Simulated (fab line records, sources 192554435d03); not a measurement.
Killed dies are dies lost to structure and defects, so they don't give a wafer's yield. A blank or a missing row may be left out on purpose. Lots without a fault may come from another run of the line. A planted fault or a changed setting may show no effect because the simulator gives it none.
Which tool did it? | flow n5_finfet | 9 lots, 26 wafers sampled, at 5 steps of a route of 1938

WHAT THE GAUGES READ, wafer by wafer
N5_HKMG_FIN_CD_MEAS_12: target cd 92.8 nm.
lot  | measured    | on        | cd_nm (nm)
L692 | day 4 13:38 | cd_sem-01 | 94.1 93.4 93.3
L694 | day 4 20:53 | cd_sem-03 | 93.4 93.2
L698 | day 5 20:00 | cd_sem-01 | 92.3 92.4 92.3
L703 | day 7 03:47 | cd_sem-03 | 92.7 94.0 93.5
L704 | day 7 08:19 | cd_sem-03 | 92.2 93.0 92.2
L708 | day 8 11:29 | cd_sem-01 | 92.0 92.6 92.1
L709 | day 8 19:16 | cd_sem-03 | 92.7 93.4 93.0
L712 | day 9 09:43 | cd_sem-03 | 93.2 92.5 93.2
L714 | day 9 18:51 | cd_sem-03 | 92.9 93.2 92.8

N5_BEOL_M4_RC_MEAS_101.
lot  | measured     | on        | DIBL_N (mV/V)  | DIBL_P (mV/V)  | IOFF_N (nA/um)    | IOFF_P (nA/um) | IOFF_P_85C (nA/um) | IOFF_P_LIN (nA/um) | IOFF_P_LONG (nA/um)        | ION_N (uA/um) | ION_P (uA/um) | SS_N (mV/dec)  | SS_P (mV/dec)  | VT_N (mV)         | VT_P (mV)      | VT_P_LONG (mV) | VT_P_LVT (mV)
L692 | day 7 23:52  | prober-01 | 36.0 35.7 36.9 | 35.3 35.0 35.9 | 0.151 0.147 0.168 | 0.23 0.22 0.24 | 3.8 3.8 4.1        | 0.109 0.106 0.113  | 0.000116 0.00012 0.000114  | 682 677 679   | 472 471 469   | 71.9 72.0 71.3 | 73.1 72.9 72.6 | 250.8 251.0 247.8 | -246 -246 -245 | -272 -271 -272 | -97.4 -98.3 -96.7
L694 | day 8 06:26  | prober-02 | 35.5 35.4      | 36.6 36.2      | 0.160 0.141       | 0.20 0.48      | 3.5 7.4            | 0.092 0.222        | 9.2e-05 0.000165           | 675 658       | 456 489       | 71.5 71.3      | 73.7 73.5      | 248.2 251.2       | -252 -230      | -278 -256      | -99.7 -74.5
L698 | day 9 03:59  | prober-02 | 34.6 35.2 36.4 | 33.9 35.1 36.3 | 0.136 0.142 0.174 | 0.20 0.57 0.66 | 3.3 8.3 9.3        | 0.097 0.272 0.304  | 0.000109 0.000204 0.000205 | 661 676 686   | 466 508 523   | 70.7 71.2 71.6 | 73.5 73.2 73.9 | 250.5 252.3 247.8 | -249 -220 -219 | -275 -249 -248 | -100.2 -72.2 -70.0
L703 | day 10 11:17 | prober-01 | 34.6 34.1 36.6 | 32.7 32.2 35.1 | 0.127 0.117 0.156 | 0.18 0.17 0.21 | 3.2 3.0 3.7        | 0.088 0.084 0.101  | 0.000105 0.000104 0.000105 | 661 660 678   | 454 453 460   | 71.4 71.3 71.4 | 72.3 72.0 73.0 | 255.9 255.5 250.3 | -252 -253 -249 | -276 -273 -275 | -102.3 -101.7 -99.1
L704 | day 11 02:11 | prober-01 | 37.0 37.7 36.5 | 35.7 36.9 35.4 | 0.143 0.156 0.135 | 0.17 0.18 0.16 | 2.9 3.1 2.8        | 0.079 0.082 0.076  | 8.3e-05 8.7e-05 8.4e-05    | 665 684 667   | 455 458 454   | 72.0 72.1 71.4 | 73.3 73.2 73.1 | 250.7 249.1 252.3 | -259 -258 -259 | -282 -282 -283 | -102.5 -103.5 -103.5
L708 | day 11 17:59 | prober-01 | 35.7 35.9 36.2 | 34.8 35.4 35.9 | 0.138 0.143 0.145 | 0.19 0.21 0.21 | 3.4 3.6 3.7        | 0.095 0.100 0.101  | 0.000113 0.00011 0.000114  | 668 668 669   | 461 461 466   | 70.4 71.3 71.4 | 73.1 72.7 72.7 | 249.6 248.5 249.6 | -249 -250 -248 | -275 -275 -276 | -100.7 -99.4 -98.8
L709 | day 12 19:10 | prober-01 | 33.6 34.9 34.4 | 34.5 36.2 35.3 | 0.101 0.126 0.112 | 0.16 0.18 0.17 | 2.8 3.2 3.0        | 0.079 0.088 0.084  | 9.3e-05 9.8e-05 9.5e-05    | 653 663 657   | 455 460 457   | 70.5 71.2 70.8 | 73.0 72.9 72.4 | 258.6 253.7 257.3 | -256 -254 -256 | -280 -280 -279 | -104.5 -104.6 -103.4
L712 | day 13 12:59 | prober-02 | 37.2 35.7 36.0 | 36.8 34.9 34.9 | 0.152 0.127 0.134 | 0.20 0.18 0.18 | 3.6 3.2 3.3        | 0.096 0.090 0.090  | 9.9e-05 0.000103 9.9e-05   | 674 669 681   | 464 462 464   | 71.7 71.3 71.2 | 72.6 72.5 72.6 | 251.9 253.1 253.8 | -254 -254 -255 | -273 -274 -274 | -98.6 -99.9 -99.0
L714 | day 14 02:44 | prober-01 | 35.8 35.0 35.1 | 35.8 34.4 34.8 | 0.156 0.141 0.140 | 0.19 0.17 0.17 | 3.4 3.0 3.2        | 0.091 0.082 0.085  | 0.0001 9.6e-05 9.8e-05     | 678 674 681   | 464 452 464   | 71.4 72.0 71.5 | 73.8 73.3 72.8 | 248.1 251.6 248.5 | -253 -255 -254 | -275 -275 -277 | -100.7 -102.4 -101.7

WHICH TOOL RAN EACH LOT (tool, then ch and the chambers of the sampled wafers, then the start)
lot  | N5_DUMMY_REMOVAL_HM_STRIP_01      | N5_HKMG_FIN_PWFM_ALD_03            | N5_HKMG_FIN_DESCUM_17
L692 | rie_diel-04 ch 0,1,2, day 4 08:17 | ald_metal-01 ch 0,1,3, day 4 12:47 | rie_diel-02 ch 0,2,3, day 4 14:28
L694 | rie_diel-04 ch 0,1, day 4 16:06   | ald_metal-01 ch 0,2, day 4 20:03   | rie_diel-01 ch 2,3, day 4 21:05
L698 | rie_diel-04 ch 0,1,2, day 5 14:48 | ald_metal-01 ch 1,2,3, day 5 19:10 | rie_diel-03 ch 0,2,3, day 5 20:05
L703 | rie_diel-05 ch 0,3, day 6 21:34   | ald_metal-04 ch 0,1,2, day 7 01:44 | rie_diel-01 ch 1,2, day 7 03:54
L704 | rie_diel-06 ch 0,1, day 7 03:23   | ald_metal-02 ch 0,1,3, day 7 07:37 | rie_diel-03 ch 0,3, day 7 08:27
L708 | rie_diel-05 ch 0,3, day 8 06:44   | ald_metal-04 ch 0,2,3, day 8 10:46 | rie_diel-03 ch 1,2,3, day 8 11:34
L709 | rie_diel-04 ch 2,3, day 8 14:16   | ald_metal-04 ch 1,2,3, day 8 18:26 | rie_diel-01 ch 1,2, day 8 19:38
L712 | rie_diel-06 ch 0,2,3, day 9 05:04 | ald_metal-02 ch 0,3, day 9 09:00   | rie_diel-02 ch 0,1,3, day 9 09:59
L714 | rie_diel-04 ch 0,2, day 9 13:52   | ald_metal-01 ch 0,1,2, day 9 18:01 | rie_diel-02 ch 0,1, day 9 18:56
- N5_DUMMY_REMOVAL_HM_STRIP_01: strips SiNx in CH3F/O2, stops on poly-Si, target depth 4 nm, time 6.8 s.
- N5_HKMG_FIN_PWFM_ALD_03: deposits TiN, target thk 2 nm, pulse time 1 s, purge time 3 s.
- N5_HKMG_FIN_DESCUM_17: chemistry O2, time 7.9 s.

WHAT THE TOOLS THEMSELVES READ (means of the sampled wafers that have a number; where no wafer has one, the mark that the record gives instead)
N5_DUMMY_REMOVAL_HM_STRIP_01.
lot  | tool        | drypump_motor_current_A (A) | oes_product_au (a.u.) | rf_vpp_V (V) | showerhead_plenum_p_Torr (Torr) | throttle_valve_pct (%)
L692 | rie_diel-04 | 6.0                         | 0.61                  | 127.7        | 2.00                            | 16.52
L694 | rie_diel-04 | 5.8                         | 0.65                  | 126.8        | 2.02                            | 16.37
L698 | rie_diel-04 | 6.0                         | 0.60                  | 127.1        | 2.00                            | 16.54
L703 | rie_diel-05 | 5.9                         | 0.63                  | 127.0        | 2.03                            | 16.48
L704 | rie_diel-06 | 5.8                         | 0.59                  | 127.1        | 1.97                            | 16.42
L708 | rie_diel-05 | 5.9                         | 0.62                  | 127.3        | 2.02                            | 16.52
L709 | rie_diel-04 | 5.6                         | 0.68                  | 128.1        | 1.99                            | 16.53
L712 | rie_diel-06 | 5.6                         | 0.59                  | 126.9        | 2.07                            | 16.32
L714 | rie_diel-04 | 6.2                         | 0.73                  | 127.0        | 1.95                            | 16.34

N5_HKMG_FIN_PWFM_ALD_03.
lot  | tool         | heater_power_w (W) | precursor_pulse_height_rel
L692 | ald_metal-01 | 929                | 1.009
L694 | ald_metal-01 | 910                | 1.006
L698 | ald_metal-01 | 910                | 1.002
L703 | ald_metal-04 | 967                | 1.001
L704 | ald_metal-02 | 865                | 0.989
L708 | ald_metal-04 | 984                | 0.990
L709 | ald_metal-04 | 998                | 0.993
L712 | ald_metal-02 | 872                | 1.001
L714 | ald_metal-01 | 984                | 1.006

N5_HKMG_FIN_DESCUM_17.
lot  | tool        | drypump_motor_current_A (A) | oes_product_au (a.u.) | rf_vpp_V (V) | showerhead_plenum_p_Torr (Torr) | throttle_valve_pct (%)
L692 | rie_diel-02 | 5.7                         | 0.79                  | 244.6        | 2.13                            | 20.39
L694 | rie_diel-01 | 5.9                         | 0.84                  | 243.1        | 2.16                            | 20.05
L698 | rie_diel-03 | 6.3                         | 0.71                  | 241.6        | 2.05                            | 20.44
L703 | rie_diel-01 | 5.7                         | 0.81                  | 242.5        | 2.07                            | 20.07
L704 | rie_diel-03 | 6.3                         | 0.69                  | 242.9        | 2.06                            | 20.42
L708 | rie_diel-03 | 6.2                         | 0.71                  | 242.3        | 2.08                            | 20.50
L709 | rie_diel-01 | 5.7                         | 0.79                  | 242.5        | 2.06                            | 20.09
L712 | rie_diel-02 | 5.4                         | 0.75                  | 242.6        | 2.06                            | 20.23
L714 | rie_diel-02 | 5.0                         | 0.72                  | 242.3        | 2.02                            | 20.23

THE ANSWER, worked out from the rows above alone
Rule: what is usual is taken from the lots themselves. Put in order of their means at a reading, lots are off if they are a third of the lots or fewer, leave a main group of 4 or more, and stand apart from it by a gap of 3 or more times the standard deviation of the main group's means; of several such gaps the widest counts. A main group whose means are all the same, to the digits that the tables above print for the reading, isn't used. A lot without any number at a reading at which 4 lots or more have one is off too. The other lots that the step has rows for count as sound. The gauges are gone through in route order, then the tools' own readings, and for those a lot's mean is taken as printed above. The first step at which some lot is off is used, and at that step the reading that is off furthest; a lot without a number counts as furthest.
Off: L694, L698, at N5_BEOL_M4_RC_MEAS_101 (IOFF_P). The main group: mean 0.19 nA/um, standard deviation 0.02.
A tool fits if, at a process step before that reading, it ran every lot that is off, and no sound lot after the first of them. The gauges at N5_BEOL_M4_RC_MEAS_101 are tried like those tools. None of those tried fits.

WHAT THE SIMULATOR HAD PUT IN
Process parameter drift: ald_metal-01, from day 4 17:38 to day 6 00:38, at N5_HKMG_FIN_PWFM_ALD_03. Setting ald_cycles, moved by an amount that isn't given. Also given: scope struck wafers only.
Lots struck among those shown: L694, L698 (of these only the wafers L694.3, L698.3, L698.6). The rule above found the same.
